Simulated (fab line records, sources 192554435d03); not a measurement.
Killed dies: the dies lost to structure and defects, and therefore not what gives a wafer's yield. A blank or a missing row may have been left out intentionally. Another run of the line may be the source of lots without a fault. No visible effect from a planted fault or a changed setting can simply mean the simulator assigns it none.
Comparing a struck lot with a sound one	flow n5-finfet	29 steps out of a route of 1938
Sound: wafers L451.2, L451.3, L451.5. Struck: wafers L464.4, L464.5 (left out: L464.3, a lot-mate that was not struck); the cause follows at the end.
Per side, at each step with rows, come the tool, then ch with its chambers, and then its first start. Under that, the readings that differ: sound wafers	struck wafers	difference of the means	sigmas: that difference in standard deviations of wafers without a fault.
alike: readings with means less than 2 such deviations apart, plus words and numbers identical on both sides. not compared: withheld readings, readings lacking a value on some wafer, bounds such as >300 that could conceal the same value, and numbers that have no deviation in the record and whose values overlap.
The two part at a step that has a row with sigmas, a row that says differs or no value, or rows on one side only. When numbers do not overlap yet have no deviation, they are printed without sigmas and do not part them. A reading missing from all wafers of one side parts the sides only when that side holds two or more wafers.

first, 9 steps without rows for these wafers: N5_BEOL_M15_COAT_22 (resist thk 800 nm); N5_BEOL_M15_EBR_24; N5_BEOL_M15_SOFTBAKE_23 (time 60 s); N5_BEOL_M15_EXPOSE_25 (exposes mask M15, target cd 400 nm); N5_BEOL_M15_PEB_26 (peb time 90 s); N5_BEOL_M15_DEVELOP_27 (develop time 45 s); N5_BEOL_M15_HARDBAKE_32 (time 120 s); N5_BEOL_M15_DESCUM_33 (chemistry O2, time 7.9 s); N5_BEOL_M15_ETCH_61 (etches BARC in N2/H2, target depth 89 nm, overetch 26.7 nm, time 67.9 s).
N5_BEOL_M15_TRENCH_ETCH_34: etches SiO2 in C4F8/O2/Ar, target depth 872.93 nm, time 199 s.
  sound on rie-diel-05 ch 0,2, day 11 16:06; struck on rie-diel-05 ch 2,3, day 15 14:52
reading	sound	struck	difference	sigmas
model.etch.depth-nm (nm)	866.5 860.6 863.5	959.5 936.9	+84.7	
model.coat_of_BEOL_M15_COAT_22.thk-nm (nm)	539.8 551.8 541.2	523.4 523	-21.1	
  alike: drypump-motor-current-A, oes-product-au, rf-vpp-V, showerhead-plenum-p-Torr, throttle-valve-pct
  not compared: rf-hours-counter-h
then, 13 steps without rows for these wafers: N5_BEOL_M15_STRIP_36 (strips in O2); N5_BEOL_M15_STRIP_62 (strips in O2); N5_BEOL_M15_STRIP_37 (strips in O2); N5_BEOL_M15_ETCH_38 (etches SiCN in CF4/N2, target depth 106.4 nm, time 120.5 s); N5_BEOL_M15_PRECLEAN_39 (cleans in residue remover, time 60 s); N5_BEOL_M15_SRD_40 (time 30 s, dry time 30 s); N5_BEOL_M15_DEGAS_41 (time 60 s); N5_BEOL_M15_PRE_CLEAN_42 (time 30 s); N5_BEOL_M15_SPUTTER_43 (material TaN, target thk 15 nm, time 24.19 s); N5_BEOL_M15_SPUTTER_44 (material Ta, target thk 15 nm, time 24.19 s); N5_BEOL_M15_SPUTTER_45 (material Cu, target thk 100 nm, time 16.67 s); N5_BEOL_M15_ECD_47 (material Cu, target thk 1860 nm); N5_BEOL_M15_ANNEAL_48 (time 90 s).
N5_BEOL_M15_CMP_49: polishes, stops on SiO2, t overpolish 4.9 s, target thk 850 nm.
  sound on cmp-03 ch 0,1,3, day 11 20:06; struck on cmp-03 ch 1, day 15 19:53
reading	sound	struck	difference	sigmas
model.Cu_of_BEOL_M15_ECD_47.thk-nm (nm)	844.4 836.6 837.8	934.8 912.6	+84.1	
  alike: barrier-field-endpoint-s, clearing-platen-down-force-psi, motor-current-A, overpolish-run-s
N5_BEOL_M15_THK_MEAS_50: measures by xrf.
  struck on film-metro-01, day 15 20:11; sound on film-metro-02, day 11 20:19
reading	sound	struck	difference	sigmas
M15_THK (nm)	833 822 824	917 890	+77	+5
then, 2 steps without rows for these wafers: N5_BEOL_M15_PRE_CLEAN_52 (time 15 s); N5_BEOL_M15_DEP_53 (deposits SiCN from 3MS/NH3, target thk 50 nm, time 17.8 s).
N5_BEOL_M15_RS_MEAS_54: measures by four-point-probe.
  struck on film-metro-02, day 15 20:19; sound on film-metro-02, day 11 20:27
reading	sound	struck	difference	sigmas
M15_RS (ohm/sq)	0.0217 0.0219 0.0218	0.0195 0.0200	-0.0020	-5
N5_PASSIVATION_PROBE_49:
  only the struck wafers here have rows in the record (prober-01, day 16 15:12); the sound ones have none

== WHERE THEY PART ==
Last at N5_PASSIVATION_PROBE_49 as far as this record goes, first at N5_BEOL_M15_THK_MEAS_50.

WHY: what the simulator had put in
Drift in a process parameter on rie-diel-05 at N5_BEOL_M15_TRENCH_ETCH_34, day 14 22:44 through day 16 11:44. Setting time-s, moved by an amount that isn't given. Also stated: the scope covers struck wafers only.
